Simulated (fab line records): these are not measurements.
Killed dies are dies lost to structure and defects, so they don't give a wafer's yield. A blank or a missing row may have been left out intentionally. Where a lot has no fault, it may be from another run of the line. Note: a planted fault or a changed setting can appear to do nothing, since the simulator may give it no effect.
A single fault, viewed from 2 desks + flow n5 finfet + each desk holds nothing but its own numbers, with what lay behind them at the end

## AT THE TOOL OWNER'S DESK: cmp-02
The tool's own readings at N5_BEOL_M8_CMP_52 (polishes, stops on SiCOH lowk, t overpolish 6.9 s, target thk 80 nm): means of the sampled wafers that have a number, for each lot that ran on this tool. The brackets show how far a lot's mean lies from the usual mean; more than 4 standard deviations puts the lot out of limits, marked OUT.
Columns: A = barrier field endpoint s at N5_BEOL_M8_CMP_52, usual 29.1 s; B = motor current A at N5_BEOL_M8_CMP_52, usual 5.7 A; C = overpolish run s at N5_BEOL_M8_CMP_52, usual 6.901 s; D = platen rpm at N5_BEOL_M8_CMP_52, usual 50.00 rpm; E = time to endpoint s at N5_BEOL_M8_CMP_52, usual 63 s
| lot  | first seen here | A              | B   | C     | D     | E             |
|------|-----------------|----------------|-----|-------|-------|---------------|
| L800 | day 11 09:25    | 30.6           | 5.8 | 6.884 | 50.02 | 68            |
| L799 | day 11 17:01    | 29.9           | 5.8 | 6.903 | 49.99 | 65            |
| L801 | day 12 11:04    | 16.1 (-15) OUT | 4.9 | 6.899 | 49.98 | 35 (-7.1) OUT |
| L802 | day 13 06:14    | 16.8 (-14) OUT | 5.3 | 6.904 | 50.01 | 39 (-6.1) OUT |
This desk finds L801, L802 out of limits, L801 being first, at day 12 11:04 (barrier field endpoint s at N5_BEOL_M8_CMP_52). Within limits: L800, L799.

## FROM THE METROLOGY DESK
What the gauges read, lot by lot, whatever tool the lot ran on: means of the sampled wafers that have a number. The brackets show how far a lot's mean lies from the usual mean; more than 4 standard deviations puts the lot out of limits, marked OUT.
Columns: A = cd nm at N5_BEOL_M8_CD_MEAS_35, usual 40.2 nm
| lot  | first seen here | A    |
|------|-----------------|------|
| L793 | day 10 06:43    | 40.4 |
| L792 | day 10 12:58    | 40.1 |
| L797 | day 11 04:45    | 40.6 |
| L800 | day 11 06:56    | 40.2 |
| L799 | day 11 14:55    | 40.0 |
| L801 | day 12 07:11    | 40.2 |
| L802 | day 13 04:19    | 40.1 |
| L803 | day 13 04:43    | 39.7 |
| L809 | day 13 17:39    | 40.5 |
| L808 | day 14 00:28    | 40.4 |
| L810 | day 14 02:55    | 40.1 |
| L811 | day 14 07:02    | 40.8 |
| L815 | day 15 19:22    | 40.3 |
| L814 | day 15 21:13    | 39.1 |
Finding of this desk: none of the 14 lots has anything out of limits.

## PUT TOGETHER
An alarm could have come from the tool owner's desk at day 12 11:04, on L801, L802.
Metrology desk: nothing out of limits seen.
The metrology desk holds a record of L801, L802, inside its limits.
Every lot named ran N5_BEOL_M8_CMP_52 on cmp-02.

## WHAT HAD BEEN PUT IN BY THE SIMULATOR
Drift in process parameters on cmp-02 at N5_BEOL_M8_CMP_52, starting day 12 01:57. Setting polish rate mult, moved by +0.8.
Struck lots among those shown: L801, L802.
Hours from the fault's start to each desk's first reading out of limits: the tool owner's desk, 9.
